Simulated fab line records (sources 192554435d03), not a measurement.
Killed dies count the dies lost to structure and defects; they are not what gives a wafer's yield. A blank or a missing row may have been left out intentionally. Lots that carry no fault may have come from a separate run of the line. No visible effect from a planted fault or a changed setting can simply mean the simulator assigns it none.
Matching of chambers | flow n5_finfet | 3 sister chambers for N5_BEOL_M0_SAQP_PECVD_04 on pecvd-03
The step deposits a-Si from SiH4/He, target thk 60 nm, time 60.2 s. 14 wafers are shown with their chamber, then 7 later ones without.

## WAFERS, EACH WITH ITS CHAMBER
wafer  | chamber | showerhead_plenum_p_Torr (Torr) | heater_power_w (W) | throttle_valve_pct (%)
L290.3 | 2       | 5.64                            | 743                | 17.2
L290.4 | 2       | 5.66                            | 745                | 17.3
L290.5 | 1       | 5.61                            | 605                | 17.6
L294.1 | 2       | 5.66                            | 749                | 17.1
L294.2 | 0       | 5.62                            | 644                | 17.4
L294.4 | 2       | 5.66                            | 756                | 17.1
L295.2 | 1       | 5.59                            | 608                | 17.5
L295.3 | 1       | 5.62                            | 611                | 17.5
L295.4 | 2       | 5.65                            | 715                | 17.3
L296.3 | 1       | 5.60                            | 577                | 17.3
L296.5 | 2       | 5.65                            | 722                | 17.3
L296.6 | 1       | 5.61                            | 577                | 17.4
L300.2 | 0       | 5.62                            | 607                | 17.5
L300.3 | 2       | 5.65                            | 794                | 17.3

SIGNATURES (means of the wafers above)
reading                  | chamber 0 | chamber 1 | chamber 2 | scatter within a chamber
showerhead_plenum_p_Torr | 5.6200    | 5.6060    | 5.6529    | 0.00886
heater_power_w           | 625.50    | 595.60    | 746.29    | 23
throttle_valve_pct       | 17.450    | 17.460    | 17.229    | 0.101
Rule: for each reading, subtract the chamber's mean from the wafer's reading, divide by that reading's scatter and square the result; add these up over the readings and take the root, which gives the wafer's distance from the chamber. The wafer belongs to the nearest chamber; if the next one is less than 2 further off, it can't be placed. The scatter: the root of (the sum of the squares of (reading less its chamber's mean) over the shown wafers, divided by (wafers less chambers)).

## WAFERS WHOSE CHAMBER IS MISSING
wafer  | showerhead_plenum_p_Torr (Torr) | heater_power_w (W) | throttle_valve_pct (%)
L300.5 | 5.61                            | 606                | 17.5
L305.2 | 5.61                            | 589                | 17.6
L305.6 | 5.62                            | 600                | 17.7
L307.2 | 5.59                            | 635                | 17.8
L307.6 | 5.61                            | 648                | 17.6
L310.1 | 5.62                            | 645                | 17.6
L310.2 | 5.59                            | 573                | 17.1

## CHAMBER TAKEN BY EACH
wafer  | from the rows above     | in truth
L300.5 | can't be placed: 1 or 0 | 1
L305.2 | can't be placed: 1 or 0 | 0
L305.6 | can't be placed: 0 or 1 | 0
L307.2 | can't be placed: 1 or 0 | 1
L307.6 | can't be placed: 0 or 1 | 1
L310.1 | can't be placed: 0 or 1 | 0
L310.2 | can't be placed: 1 or 0 | 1
Correct placement for 0 of the 7. Can't be placed from these rows: 7 (the true chamber is among the candidates in 7). Wrongly placed: 0.
